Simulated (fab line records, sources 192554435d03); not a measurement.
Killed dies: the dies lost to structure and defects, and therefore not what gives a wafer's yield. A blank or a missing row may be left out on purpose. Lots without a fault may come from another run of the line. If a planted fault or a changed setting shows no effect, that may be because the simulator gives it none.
fab line records + flow n5_finfet
[record]
- lots = 6
- wafers = 18
- last_day = 20
route steps=1938 shown BEOL_M11@1597 BEOL_M12@1602 PASSIVATION@1936
lots that met no fault: from a run of the same line without faults
start_h: start of the lot's first displayed wafer, in hours after the record's first day + wait_h: how many hours have passed since the lot's step before this one + " same as the row above + L1.1+2: several wafers, shown together as one row + - no value present, or no start provided + * or withheld: withheld + < > ~ a bound
route shown NAME@n: names a module that has steps shown in the file, with the first one's number in the route + usual: mean/standard deviation of fault-free wafers + same: alike in all rows + chamber/n: place in a boat + sites: per-site readings + _std_site: standard deviation of those values + _edge_site: the outer-site mean with the inner-site mean subtracted + radius_mm: how far each site lies from the wafer's centre + mask NAME#n: copy n + behind: tool/chamber where the wafer was last shaped + hold: cause of the lot's hold/its duration in hours/its outcome + device: transistor that didn't switch, given as n, p or np + end of line: tests run on the same wafers once the route is complete + a step with no rows: only its recipe + killed: not the wafer's yield, but the dies lost to structure and defects at the first sort + map: per-die view of a wafer (x killed, . not killed, _ where there is no die)
set.NAME: the setting as run; set.NAME@STEP: as run at that earlier step + model.NAME: the simulator's own value behind a step, which no gauge read
lots at selected steps of the route; one table per step, one row per wafer
services: when a tool's chamber went out of use (start_h, in hours from the record's first day, below 0 if earlier), for how many hours, and the reason
[[steps]]
[step N5_BEOL_M11_THK_MEAS_53]
[recipe]
- thk_meas_gauge = xrf
- reads = Cu_of_BEOL_M11_ECD_50
[usual]
- M11_THK = 136.9/2.2
| lot.wafer | tool          | chamber | start_h | wait_h | M11_THK[nm] |
|-----------|---------------|---------|---------|--------|-------------|
| L926.1    | film_metro-01 | -       | 284.23  | -      | 134.9       |
| L926.4    | "             | -       | "       | "      | 137.8       |
| L926.6    | "             | -       | "       | "      | 136.8       |
| L930.2    | film_metro-02 | -       | 310.13  | -      | 139.4       |
| L930.3    | "             | -       | "       | "      | 137.5       |
| L930.4    | "             | -       | "       | "      | 136.9       |
| L929.2    | film_metro-01 | -       | 310.81  | -      | 139.8       |
| L929.3    | "             | -       | "       | "      | 136.2       |
| L929.6    | "             | -       | "       | "      | 136.1       |
| L945.1    | film_metro-02 | -       | 404.24  | -      | 138.4       |
| L945.2    | "             | -       | "       | "      | 135.1       |
| L945.5    | "             | -       | "       | "      | 135.2       |
| L940.1    | film_metro-02 | -       | 407.39  | -      | 143.6       |
| L940.3    | "             | -       | "       | "      | 137.9       |
| L940.5    | "             | -       | "       | "      | 136.0       |
| L947.3    | film_metro-01 | -       | 433.49  | -      | 136.8       |
| L947.4    | "             | -       | "       | "      | 133.3       |
| L947.5    | "             | -       | "       | "      | 137.4       |
[step N5_BEOL_M11_PRE_CLEAN_55]
[recipe]
- gas = NH3
- time_s = 15
- temp_c = withheld
- rf_power_w = 300
[step N5_BEOL_M11_DEP_56]
[recipe]
- material = SiCN
- target_thk_a = 300
- temp_c = withheld
- precursor = 3MS/NH3
- pressure_torr = 3
- rf_w = 675
- time_s = 10.5
[usual]
- showerhead_plenum_p_Torr = 4.141/0.021
- throttle_valve_pct = 18.0/0.86
| lot.wafer | tool     | chamber | start_h | wait_h | showerhead_plenum_p_Torr | throttle_valve_pct |
|-----------|----------|---------|---------|--------|--------------------------|--------------------|
| L926.1    | pecvd-03 | 2       | 284.29  | 0.0    | 4.127                    | 17.1               |
| L926.4    | "        | 2       | "       | "      | 4.133                    | 16.8               |
| L926.6    | "        | 1       | "       | "      | 4.141                    | 18.9               |
| L930.2    | pecvd-04 | 1       | 310.19  | 0.0    | 4.120                    | 18.1               |
| L930.3    | "        | 0       | "       | "      | 4.154                    | 18.1               |
| L930.4    | "        | 1       | "       | "      | 4.122                    | 18.2               |
| L929.2    | pecvd-03 | 0       | 310.87  | 0.0    | 4.145                    | 18.8               |
| L929.3    | "        | 1       | "       | "      | 4.132                    | 18.8               |
| L929.6    | "        | 2       | "       | "      | 4.113                    | 17.2               |
| L945.1    | pecvd-04 | 0       | 404.30  | 0.0    | 4.139                    | 18.3               |
| L945.2    | "        | 1       | "       | "      | 4.118                    | 17.7               |
| L945.5    | "        | 0       | "       | "      | 4.142                    | 18.0               |
| L940.1    | pecvd-04 | 1       | 407.45  | 0.0    | 4.113                    | 17.9               |
| L940.3    | "        | 0       | "       | "      | 4.146                    | 18.2               |
| L940.5    | "        | 1       | "       | "      | 4.110                    | 18.0               |
| L947.3    | pecvd-03 | 0       | 433.55  | 0.0    | 4.147                    | 19.2               |
| L947.4    | "        | 0       | "       | "      | 4.145                    | 19.2               |
| L947.5    | "        | 2       | "       | "      | 4.115                    | 17.3               |
[step N5_BEOL_M11_RS_MEAS_57]
[recipe]
- thk_meas_gauge = four-point-probe
- reads = Cu_of_BEOL_M11_ECD_50+Co_of_BEOL_M11_CVD_75+TaN_of_BEOL_M11_ALD_74
[usual]
- M11_RS = 0.1505/0.0025
| lot.wafer | tool          | chamber | start_h | wait_h | M11_RS[ohm/sq] |
|-----------|---------------|---------|---------|--------|----------------|
| L926.1    | film_metro-02 | -       | 284.35  | 0.0    | 0.1526         |
| L926.4    | "             | -       | "       | "      | 0.1493         |
| L926.6    | "             | -       | "       | "      | 0.1509         |
| L930.2    | film_metro-01 | -       | 310.26  | 0.0    | 0.1491         |
| L930.3    | "             | -       | "       | "      | 0.1507         |
| L930.4    | "             | -       | "       | "      | 0.1514         |
| L929.2    | film_metro-02 | -       | 310.93  | 0.0    | 0.1465         |
| L929.3    | "             | -       | "       | "      | 0.1510         |
| L929.6    | "             | -       | "       | "      | 0.1511         |
| L945.1    | film_metro-02 | -       | 404.36  | 0.0    | 0.1482         |
| L945.2    | "             | -       | "       | "      | 0.1521         |
| L945.5    | "             | -       | "       | "      | 0.1519         |
| L940.1    | film_metro-01 | -       | 407.51  | 0.0    | 0.1442         |
| L940.3    | "             | -       | "       | "      | 0.1499         |
| L940.5    | "             | -       | "       | "      | 0.1512         |
| L947.3    | film_metro-02 | -       | 433.62  | 0.0    | 0.1490         |
| L947.4    | "             | -       | "       | "      | 0.1533         |
| L947.5    | "             | -       | "       | "      | 0.1484         |
[step N5_BEOL_M11_INSPECT_58]
[recipe]
- inspect_instrument = darkfield
- mode = post_dep
[usual]
- raw_defect_count = 80/22
| lot.wafer | tool              | chamber | start_h | wait_h | raw_defect_count |
|-----------|-------------------|---------|---------|--------|------------------|
| L926.1    | defect_inspect-01 | -       | 284.38  | 0.0    | 55               |
| L926.4    | "                 | -       | "       | "      | 54               |
| L926.6    | "                 | -       | "       | "      | 120              |
| L930.2    | defect_inspect-02 | -       | 310.28  | 0.0    | 83               |
| L930.3    | "                 | -       | "       | "      | 77               |
| L930.4    | "                 | -       | "       | "      | 52               |
| L929.2    | defect_inspect-01 | -       | 310.96  | 0.0    | 93               |
| L929.3    | "                 | -       | "       | "      | 75               |
| L929.6    | "                 | -       | "       | "      | 82               |
| L945.1    | defect_inspect-01 | -       | 404.39  | 0.0    | 95               |
| L945.2    | "                 | -       | "       | "      | 67               |
| L945.5    | "                 | -       | "       | "      | 97               |
| L940.1    | defect_inspect-01 | -       | 407.54  | 0.0    | 52               |
| L940.3    | "                 | -       | "       | "      | 104              |
| L940.5    | "                 | -       | "       | "      | 97               |
| L947.3    | defect_inspect-02 | -       | 433.64  | 0.0    | 83               |
| L947.4    | "                 | -       | "       | "      | 77               |
| L947.5    | "                 | -       | "       | "      | 138              |
[step N5_BEOL_M12_ILD_DEP_00]
[recipe]
- material = SiOC
- target_thk_a = 6589.2
- temp_c = 350
- precursor = DEMS/O2
- pressure_torr = 5
- rf_w = 500
- time_s = 130.7
[usual]
- heater_power_w = 488/74
- showerhead_plenum_p_Torr = 5.687/0.017
- throttle_valve_pct = 12.1/0.68
| lot.wafer | tool     | chamber | start_h | wait_h | heater_power_w | showerhead_plenum_p_Torr | throttle_valve_pct |
|-----------|----------|---------|---------|--------|----------------|--------------------------|--------------------|
| L926.1    | pecvd-01 | 0       | 284.41  | 0.0    | 443            | 5.665                    | 12.7               |
| L926.4    | "        | 0       | "       | "      | 449            | 5.677                    | 12.5               |
| L926.6    | "        | 1       | "       | "      | 532            | 5.715                    | 13.8               |
| L930.2    | pecvd-03 | 1       | 310.32  | 0.0    | 518            | 5.681                    | 12.6               |
| L930.3    | "        | 2       | "       | "      | 363            | 5.684                    | 11.2               |
| L930.4    | "        | 1       | "       | "      | 517            | 5.681                    | 12.7               |
| L929.2    | pecvd-02 | 2       | 310.99  | 0.0    | 571            | 5.684                    | 11.9               |
| L929.3    | "        | 0       | "       | "      | 482            | 5.670                    | 11.9               |
| L929.6    | "        | 2       | "       | "      | 454            | 5.680                    | 11.7               |
| L945.1    | pecvd-02 | 0       | 404.43  | 0.0    | 520            | 5.682                    | 12.1               |
| L945.2    | "        | 2       | "       | "      | 577            | 5.684                    | 12.0               |
| L945.5    | "        | 2       | "       | "      | 509            | 5.691                    | 12.3               |
| L940.1    | pecvd-03 | 1       | 407.58  | 0.0    | 458            | 5.680                    | 12.6               |
| L940.3    | "        | 0       | "       | "      | 498            | 5.697                    | 12.7               |
| L940.5    | "        | 1       | "       | "      | 485            | 5.679                    | 12.5               |
| L947.3    | pecvd-02 | 0       | 433.68  | 0.0    | 508            | 5.691                    | 11.8               |
| L947.4    | "        | 2       | "       | "      | 579            | 5.674                    | 12.1               |
| L947.5    | "        | 1       | "       | "      | 437            | 5.718                    | 10.3               |
[step N5_BEOL_M12_THK_MEAS_01]
[recipe]
- reads = SiOC_of_BEOL_M12_ILD_DEP_00
[usual]
- M12_ILD_THK = 661/7.4
| lot.wafer | tool          | chamber | start_h | wait_h | M12_ILD_THK[nm] |
|-----------|---------------|---------|---------|--------|-----------------|
| L926.1    | film_metro-02 | -       | 284.55  | 0.1    | 649             |
| L926.4    | "             | -       | "       | "      | 664             |
| L926.6    | "             | -       | "       | "      | 665             |
| L930.2    | film_metro-02 | -       | 310.45  | 0.1    | 664             |
| L930.3    | "             | -       | "       | "      | 669             |
| L930.4    | "             | -       | "       | "      | 668             |
| L929.2    | film_metro-01 | -       | 311.12  | 0.1    | 656             |
| L929.3    | "             | -       | "       | "      | 660             |
| L929.6    | "             | -       | "       | "      | 667             |
| L945.1    | film_metro-02 | -       | 404.61  | 0.1    | 652             |
| L945.2    | "             | -       | "       | "      | 652             |
| L945.5    | "             | -       | "       | "      | 662             |
| L940.1    | film_metro-02 | -       | 407.71  | 0.1    | 652             |
| L940.3    | "             | -       | "       | "      | 657             |
| L940.5    | "             | -       | "       | "      | 667             |
| L947.3    | film_metro-02 | -       | 433.81  | 0.1    | 663             |
| L947.4    | "             | -       | "       | "      | 660             |
| L947.5    | "             | -       | "       | "      | 675             |
[step N5_BEOL_M12_COAT_58]
[recipe]
- resist = BARC
- temp_c = 205
- time_s = 60
- spin_rpm = 1500
- resist_thk_nm = 89
[step N5_BEOL_M12_COAT_04]
[recipe]
- spin_rpm = 1625
- resist_thk_nm = 400
[step N5_BEOL_M12_EBR_06]
[recipe]
- solvent = PGMEA
- ebr_width_mm = 1.5
[step N5_BEOL_M12_SOFTBAKE_05]
[recipe]
- temp_c = 130
- time_s = 60
[step N5_BEOL_M12_EXPOSE_07]
[recipe]
- mask_id = V11
- na = 0.93
- source_shape = conventional
- sigma_outer = 0.6
- polarization = unpolarized
- attpsm_phase_deg = 180
- dose_mj = 32.5
[step N5_BEOL_M12_PEB_08]
[recipe]
- peb_temp_c = 130
- peb_time_s = 90
[usual]
- plate_temp_C = 130.01/0.13
| lot.wafer | tool           | chamber | start_h | wait_h | plate_temp_C |
|-----------|----------------|---------|---------|--------|--------------|
| L926.1    | litho_track-03 | 0       | 284.73  | 0.1    | 129.83       |
| L926.4    | "              | 0       | "       | "      | 129.96       |
| L926.6    | "              | 0       | "       | "      | 130.05       |
| L930.2    | litho_track-03 | 0       | 310.76  | 0.0    | 130.13       |
| L930.3    | "              | 0       | "       | "      | 130.05       |
| L930.4    | "              | 0       | "       | "      | 129.97       |
| L929.2    | litho_track-03 | 0       | 311.31  | 0.0    | 130.05       |
| L929.3    | "              | 0       | "       | "      | 130.04       |
| L929.6    | "              | 0       | "       | "      | 129.90       |
| L945.1    | litho_track-03 | 0       | 404.79  | 0.1    | 130.82       |
| L945.2    | "              | 0       | "       | "      | 130.77       |
| L945.5    | "              | 0       | "       | "      | 130.92       |
| L940.1    | litho_track-03 | 0       | 407.90  | 0.1    | 131.12       |
| L940.3    | "              | 0       | "       | "      | 131.02       |
| L940.5    | "              | 0       | "       | "      | 130.81       |
| L947.3    | litho_track-05 | 0       | 434.00  | 0.0    | 130.02       |
| L947.4    | "              | 0       | "       | "      | 129.80       |
| L947.5    | "              | 0       | "       | "      | 130.24       |
[step N5_BEOL_M12_DEVELOP_09]
[recipe]
- develop_time_s = 45
- rinse_liquid = diw
- dry = air_spin
- dev_temp_c = 21
[step N5_PASSIVATION_PROBE_49]
[usual]
- defect_limited_yield = 91.1/1.4
- killed_at_M0_to_M3 = 34/10
- killed_at_M4_up = 14/5.5
- killed_at_contacts = 12/5.1
- killed_at_front_end = 41/12
- killed_at_other = 4/3.1
- killed_dies = 105/17
- killed_open = 70/13
- killed_short = 33/7.6
- sort_bin_5_function = 5.3/0.98
- sort_bin_6_memory = 3.3/0.67
- sort_n_pass = 1075/17
- sort_yield_pct = 91.1/1.4
[same]
- gross_dies = 1180
- killed_at_back_side = 0
- sort_bin_4_leakage[%] = 0
- sort_bin_8_speed[%] = 0
| lot.wafer | tool      | chamber | start_h | wait_h | defect_limited_yield[%] | killed_at_M0_to_M3 | killed_at_M4_up | killed_at_contacts | killed_at_front_end | killed_at_other | killed_dies | killed_open | killed_short | sort_bin_5_function[%] | sort_bin_6_memory[%] | sort_n_pass | sort_yield_pct[%] |
|-----------|-----------|---------|---------|--------|-------------------------|--------------------|-----------------|--------------------|---------------------|-----------------|-------------|-------------|--------------|------------------------|----------------------|-------------|-------------------|
| L926.1    | prober-01 | -       | 326.08  | 0.0    | 90.8                    | 34                 | 20              | 10                 | 44                  | 1               | 109         | 71          | 37           | 5.8                    | 3.5                  | 1071        | 90.8              |
| L926.4    | prober-01 | -       | 326.23  | 0.2    | 92.6                    | 25                 | 19              | 12                 | 27                  | 4               | 87          | 63          | 24           | 4.7                    | 2.2                  | 1093        | 92.6              |
| L926.6    | prober-01 | -       | 326.33  | 0.3    | 91.7                    | 35                 | 14              | 6                  | 32                  | 11              | 98          | 54          | 44           | 4.8                    | 2.9                  | 1082        | 91.7              |
| L930.2    | prober-01 | -       | 348.94  | 0.1    | 91.6                    | 23                 | 11              | 6                  | 56                  | 3               | 99          | 76          | 22           | 5.3                    | 3.1                  | 1081        | 91.6              |
| L930.3    | prober-01 | -       | 348.99  | 0.1    | 92.3                    | 23                 | 11              | 12                 | 34                  | 11              | 91          | 59          | 28           | 3.9                    | 3.5                  | 1089        | 92.3              |
| L930.4    | prober-01 | -       | 349.04  | 0.2    | 92.5                    | 21                 | 16              | 10                 | 39                  | 3               | 89          | 61          | 23           | 4.6                    | 2.6                  | 1091        | 92.5              |
| L929.2    | prober-02 | -       | 350.91  | 0.1    | 92.4                    | 29                 | 17              | 13                 | 22                  | 9               | 90          | 61          | 28           | 4.7                    | 2.6                  | 1090        | 92.4              |
| L929.3    | prober-02 | -       | 350.96  | 0.1    | 93.0                    | 27                 | 8               | 5                  | 34                  | 9               | 83          | 65          | 17           | 4.3                    | 2.5                  | 1097        | 93.0              |
| L929.6    | prober-02 | -       | 351.11  | 0.3    | 88.9                    | 54                 | 23              | 8                  | 37                  | 9               | 131         | 98          | 32           | 7.1                    | 3.8                  | 1049        | 88.9              |
| L940.1    | prober-02 | -       | 452.13  | 0.0    | 91.9                    | 28                 | 15              | 18                 | 29                  | 6               | 96          | 65          | 30           | 4.3                    | 3.4                  | 1084        | 91.9              |
| L940.3    | prober-02 | -       | 452.23  | 0.1    | 91.9                    | 37                 | 8               | 13                 | 26                  | 11              | 95          | 64          | 30           | 4.5                    | 3.3                  | 1085        | 91.9              |
| L940.5    | prober-02 | -       | 452.33  | 0.2    | 93.0                    | 29                 | 5               | 16                 | 30                  | 3               | 83          | 59          | 23           | 4.2                    | 2.6                  | 1097        | 93.0              |
| L947.3    | prober-01 | -       | 476.68  | 0.1    | 91.1                    | 32                 | 11              | 14                 | 47                  | 1               | 105         | 71          | 34           | 4.9                    | 3.2                  | 1075        | 91.1              |
| L947.4    | prober-01 | -       | 476.73  | 0.2    | 90.3                    | 49                 | 22              | 9                  | 35                  | 0               | 115         | 64          | 50           | 6.1                    | 3.2                  | 1065        | 90.3              |
| L947.5    | prober-01 | -       | 476.78  | 0.2    | 90.9                    | 52                 | 14              | 13                 | 28                  | 0               | 107         | 61          | 44           | 5.5                    | 3.2                  | 1073        | 90.9              |
// killed by level:class
L926.1 BEOL_M0_SAQP:geometric_particle:short=15 BEOL_M0_SAQP:geometric_particle:open=13 STI_FIN_REVEAL:geometric_particle:open=10 BEOL_M4:geometric_particle:open=10 FIN_SAQP:geometric_particle:open=9 MOL_CONTACT_COAG:geometric_particle:open=8 GATE_CUT:geometric_particle:short=4 FIN_SAQP:geometric_particle:short=3
L926.4 BEOL_M4:geometric_particle:open=12 MOL_CONTACT_COAG:geometric_particle:open=11 BEOL_M0_SAQP:geometric_particle:open=9 STI_FIN_REVEAL:geometric_particle:open=6 FIN_SAQP:geometric_particle:open=5 BEOL_M0_SAQP:geometric_particle:short=4 BEOL_M0:geometric_particle:short=4 FIN_SAQP:geometric_particle:short=3
L926.6 BEOL_M0_SAQP:geometric_particle:short=14 BEOL_M0_SAQP:geometric_particle:open=11 DUMMY_GATE:geometric_particle:open=6 PAD_METAL:geometric_particle:short=6 SPACER0:geometric_particle:open=5 BEOL_M4:geometric_particle:open=5 FIN_SAQP:geometric_particle:open=4 MOL_CONTACT_COAG:geometric_particle:open=4
L930.2 STI_FIN_REVEAL:geometric_particle:open=24 DUMMY_GATE:geometric_particle:open=7 BEOL_M2:geometric_particle:open=6 MOL_CONTACT_COAG:geometric_particle:open=5 STI_FIN_REVEAL:geometric_particle:short=4 GATE_CUT:geometric_particle:short=4 BEOL_M3:geometric_particle:open=4 BEOL_M4:geometric_particle:open=4
L930.3 STI_FIN_REVEAL:geometric_particle:open=15 MOL_CONTACT_COAG:geometric_particle:open=9 FIN_SAQP:geometric_particle:short=5 BEOL_M1:geometric_particle:short=5 BEOL_M3:geometric_particle:open=5 BEOL_M4:geometric_particle:open=4 PASS1_CAP:geometric_particle:open=3 ILD0:geometric_particle:open=3
L930.4 STI_FIN_REVEAL:geometric_particle:open=16 MOL_CONTACT_COAG:geometric_particle:open=9 BEOL_M3:geometric_particle:open=7 FIN_SAQP:geometric_particle:short=4 ILD0:geometric_particle:short=4 BEOL_M0_SAQP:geometric_particle:open=4 BEOL_M0:geometric_particle:open=4 BEOL_M14:coat_microbubble_printed=4
L929.2 MOL_CONTACT_COAG:geometric_particle:open=11 BEOL_M4:geometric_particle:open=8 STI_FIN_REVEAL:geometric_particle:open=6 BEOL_M0_SAQP:geometric_particle:short=5 DUMMY_GATE:geometric_particle:open=4 BEOL_M0_SAQP:geometric_particle:open=4 BEOL_M1:geometric_particle:open=4 BEOL_M2:geometric_particle:open=4
L929.3 BEOL_M0_SAQP:geometric_particle:open=11 STI_FIN_REVEAL:geometric_particle:open=10 FIN_SAQP:geometric_particle:open=6 BEOL_M3:geometric_particle:open=6 BEOL_M2:geometric_particle:open=5 FIN_SAQP:geometric_particle:short=4 MOL_CONTACT_COAG:geometric_particle:open=4 DUMMY_GATE:geometric_particle:open=3
L929.6 STI_FIN_REVEAL:geometric_particle:open=17 BEOL_M4:geometric_particle:open=13 BEOL_M2:geometric_particle:open=12 BEOL_M0_SAQP:geometric_particle:open=11 BEOL_M1:geometric_particle:open=9 BEOL_M3:geometric_particle:open=9 FIN_SAQP:geometric_particle:open=5 BEOL_M0_SAQP:geometric_particle:short=5
L940.1 MOL_CONTACT_COAG:geometric_particle:open=16 FIN_SAQP:geometric_particle:short=9 BEOL_M2:geometric_particle:open=8 FIN_SAQP:geometric_particle:open=6 BEOL_M8:geometric_particle:open=5 BEOL_M3:geometric_particle:open=4 STI_FIN_REVEAL:geometric_particle:open=4 BEOL_M0_SAQP:geometric_particle:open=4
L940.3 BEOL_M2:geometric_particle:open=13 FIN_SAQP:geometric_particle:open=12 BEOL_M0_SAQP:geometric_particle:open=9 MOL_CONTACT_COAG:geometric_particle:open=8 MOL_CONTACT_COAG:geometric_particle:short=5 BEOL_M0_SAQP:geometric_particle:short=5 BEOL_M3:geometric_particle:open=5 BEOL_M4:geometric_particle:open=5
L940.5 MOL_CONTACT_COAG:geometric_particle:open=14 FIN_SAQP:geometric_particle:open=13 BEOL_M0_SAQP:geometric_particle:short=8 BEOL_M1:geometric_particle:open=6 FIN_SAQP:geometric_particle:short=5 BEOL_M0_SAQP:geometric_particle:open=5 STARTING-WAFER:geometric_particle:open=4 STI_FIN_REVEAL:geometric_particle:open=3
L947.3 MOL_CONTACT_COAG:geometric_particle:open=13 BEOL_M2:geometric_particle:open=10 STI_FIN_REVEAL:geometric_particle:open=9 FIN_SAQP:geometric_particle:open=8 FIN_SAQP:geometric_particle:short=7 DUMMY_GATE:geometric_particle:open=5 BEOL_M2:geometric_particle:short=5 BEOL_M0_SAQP:geometric_particle:open=4
L947.4 BEOL_M0_SAQP:geometric_particle:short=15 FIN_SAQP:geometric_particle:short=8 BEOL_M4:geometric_particle:open=8 BEOL_M0_SAQP:geometric_particle:open=8 MOL_CONTACT_COAG:geometric_particle:open=7 BEOL_M2:geometric_particle:open=7 BEOL_M2:geometric_particle:short=7 GATE_CUT:geometric_particle:open=5
L947.5 BEOL_M0_SAQP:geometric_particle:short=17 MOL_CONTACT_COAG:geometric_particle:open=10 BEOL_M0_SAQP:geometric_particle:open=10 BEOL_M2:geometric_particle:short=10 STI_FIN_REVEAL:geometric_particle:open=7 DUMMY_GATE:geometric_particle:open=7 BEOL_M1:geometric_particle:open=6 BEOL_M2:geometric_particle:open=5
[[services]]
| tool     | chamber | start_h | hours | kind                          |
|----------|---------|---------|-------|-------------------------------|
| pecvd-03 | 0       | 285.92  | 5.5   | scheduled_down                |
| pecvd-01 | -       | 290.28  | 14.6  | pm                            |
| pecvd-03 | 2       | 295.39  | 5.9   | repair                        |
| pecvd-02 | 2       | 304.17  | 2.1   | scheduled_down                |
| pecvd-02 | 1       | 311.59  | 5.5   | scheduled_down                |
| pecvd-02 | 2       | 319.12  | 5.5   | scheduled_down                |
| pecvd-03 | -       | 322.59  | 2.8   | pm                            |
| pecvd-03 | 1       | 367.19  | 6.5   | repair                        |
| pecvd-02 | -       | 370.57  | 2.9   | repair                        |
| pecvd-02 | 1       | 383.62  | -     | clean                         |
| pecvd-02 | 1       | 383.62  | -     | consumable_replace:showerhead |
| pecvd-02 | 1       | 383.62  | 29.0  | scheduled_down                |
| pecvd-02 | 1       | 383.62  | 29.0  | vent_cycle                    |
| pecvd-03 | -       | 398.89  | 0.5   | repair                        |
[[key]]
[first_sign]
- step = N5_BEOL_M12_PEB_08
- reading = plate_temp_C
- direction = up
- sigmas = 7.1
- usual = *
- struck = *
effect none on later readings
met_at N5_BEOL_M12_PEB_08
struck_wafers L940.1,L940.3,L940.5,L945.1,L945.2,L945.5
[loop_trim]
- step = N5_BEOL_M12_EXPOSE_07
- setting = dose
- lots = L940
onset_between 311.31 404.79
[fault]
- kind = process_parameter_drift
- tool = litho_track-03
- chamber = -
- onset_h = 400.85
- steps = N5_BEOL_M12_PEB_08
- channel = peb_temp_c
- offset = *
- shape = step
- end_h = 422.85
- acts_in = *
- stated = *
// loop_trim: a control loop set the setting to another value than it would have without faults
